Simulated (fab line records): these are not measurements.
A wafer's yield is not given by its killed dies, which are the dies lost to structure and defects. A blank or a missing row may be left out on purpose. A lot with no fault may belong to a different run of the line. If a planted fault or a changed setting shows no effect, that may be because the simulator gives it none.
Matching of chambers	flow nand_harc	4 sister chambers for NHARC_A_SGD_CUT_ETCH_58 on rie_diel-01
The step etches the open film in CF4, target depth 39 nm, time 65 s. 18 wafers are shown with their chamber, then 9 later ones without.

## WAFERS, EACH WITH ITS CHAMBER
wafer	chamber	showerhead_plenum_p_Torr (Torr)	drypump_motor_current_A (A)	rf_vpp_V (V)
L078.1	2	1.82	5.6	151.5
L078.4	1	1.77	5.4	152.8
L078.5	3	1.66	5.3	150.1
L082.1	2	1.82	5.7	150.1
L082.5	0	1.88	5.7	151.9
L082.6	3	1.66	5.3	149.1
L084.3	0	1.88	5.6	154.1
L084.4	0	1.88	5.6	152.9
L084.6	2	1.82	5.7	152.1
L085.3	3	1.65	5.3	149.6
L085.5	3	1.65	5.3	148.3
L085.6	2	1.82	5.6	151.0
L088.2	2	1.82	5.7	150.5
L088.3	1	1.77	5.4	152.0
L088.5	1	1.77	5.4	151.8
L090.1	2	1.82	5.7	151.7
L090.2	0	1.88	5.6	153.3
L090.3	3	1.65	5.3	150.4

SIGNATURES (averages over the wafers above)
reading	chamber 0	chamber 1	chamber 2	chamber 3	scatter within a chamber
showerhead_plenum_p_Torr	1.8800	1.7700	1.8200	1.6540	0.00293
drypump_motor_current_A	5.625	5.400	5.667	5.300	0.0386
rf_vpp_V	153.050	152.200	151.150	149.500	0.789
Rule: distance of a wafer from a chamber = root of the sum over the readings of ((wafer's reading minus chamber's mean) / reading's scatter) squared. The wafer belongs to the nearest chamber; if the next one is less than 2 further off, it can't be placed. The scatter: the root of (the sum of the squares of (reading less its chamber's mean) over the shown wafers, divided by (wafers less chambers)).

## WAFERS WITH NO CHAMBER GIVEN
wafer	showerhead_plenum_p_Torr (Torr)	drypump_motor_current_A (A)	rf_vpp_V (V)
L093.1	1.88	5.6	151.7
L093.2	1.82	5.7	150.4
L093.4	1.65	5.3	149.7
L094.1	1.77	5.4	150.7
L094.2	1.65	5.3	150.5
L094.4	1.88	5.6	153.4
L097.2	1.82	5.7	153.1
L097.4	1.77	5.3	150.9
L097.6	1.77	5.4	152.3

## CHAMBER TAKEN BY EACH
wafer	from the rows above	in truth
L093.1	0	0
L093.2	2	2
L093.4	3	3
L094.1	1	1
L094.2	3	3
L094.4	0	0
L097.2	2	2
L097.4	1	1
L097.6	1	1
9 of 9 placed correctly. Can't be placed from these rows: 0. 0 placed wrongly.
